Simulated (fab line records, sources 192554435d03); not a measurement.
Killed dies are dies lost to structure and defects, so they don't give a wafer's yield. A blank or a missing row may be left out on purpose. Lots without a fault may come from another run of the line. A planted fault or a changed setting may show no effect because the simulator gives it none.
One fault seen from 2 desks | flow n5_finfet | each desk has only its own numbers; what lay behind them comes last

THE TOOL OWNER'S DESK: cmp-02
The tool's own readings at N5_BEOL_M8_CMP_52 (polishes, stops on SiCOH lowk, t overpolish 6.9 s, target thk 80 nm): means of the sampled wafers that have a number, for each lot that ran on this tool. A lot is out of limits, marked OUT, if its mean lies more than 4 standard deviations from the usual mean; the brackets give that distance.
Columns: A = barrier_field_endpoint_s at N5_BEOL_M8_CMP_52, usual 28.9 s; B = motor_current_A at N5_BEOL_M8_CMP_52, usual 6.1 A; C = overpolish_run_s at N5_BEOL_M8_CMP_52, usual 6.900 s; D = slurry_flow_ml_min at N5_BEOL_M8_CMP_52, usual 150.0; E = time_to_endpoint_s at N5_BEOL_M8_CMP_52, usual 62.6 s
lot  | first seen here | A    | B   | C     | D     | E
L494 | day 11 12:23    | 28.4 | 6.1 | 6.887 | 150.5 | 63.2
L495 | day 12 05:17    | 29.7 | 5.9 | 6.901 | 149.7 | 63.5
L505 | day 14 08:46    | 29.1 | 6.1 | 6.902 | 149.8 | 64.9
L509 | day 15 12:23    | 27.9 | 5.9 | 6.900 | 150.2 | 60.1
This desk's finding: nothing out of limits on any of the 4 lots.

THE DEFECT DESK
What the inspections along the route counted, lot by lot: means of the sampled wafers that have a number. A lot is out of limits, marked OUT, if its mean lies more than 4 standard deviations from the usual mean; the brackets give that distance.
Columns: A = raw_defect_count at N5_BEOL_M8_INSPECT_58, usual 72; B = raw_defect_count at N5_BEOL_M9_INSPECT_13, usual 431
lot  | first seen here | A             | B
L487 | day 9 12:46     | 88            | 427
L488 | day 10 10:10    | 58            | 368
L494 | day 11 12:50    | 462 (+19) OUT | 802
L495 | day 12 05:42    | 475 (+19) OUT | 841
L499 | day 12 18:29    | 65            | 559
L505 | day 14 09:10    | 62            | 832
L506 | day 14 14:54    | 82            | 408
L507 | day 14 15:43    | 117           | 530
L509 | day 15 12:50    | 63            | 334
This desk's finding: out of limits on L494, L495; first on L494, day 11 12:50 (raw_defect_count at N5_BEOL_M8_INSPECT_58). In limits: L487, L488, L499, L505, L506, L507, L509.

PUT TOGETHER
The defect desk could have raised an alarm at day 11 12:50, on L494, L495.
The tool owner's desk saw nothing out of limits.
The tool owner's desk has L494, L495 on record, within its limits.
Of the lots named, all ran N5_BEOL_M8_CMP_52 on cmp-02.

WHAT THE SIMULATOR HAD PUT IN
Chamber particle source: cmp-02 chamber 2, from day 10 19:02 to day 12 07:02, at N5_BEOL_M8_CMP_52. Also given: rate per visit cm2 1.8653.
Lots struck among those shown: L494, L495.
Hours from the fault's start to each desk's first reading out of limits: the defect desk, 18.
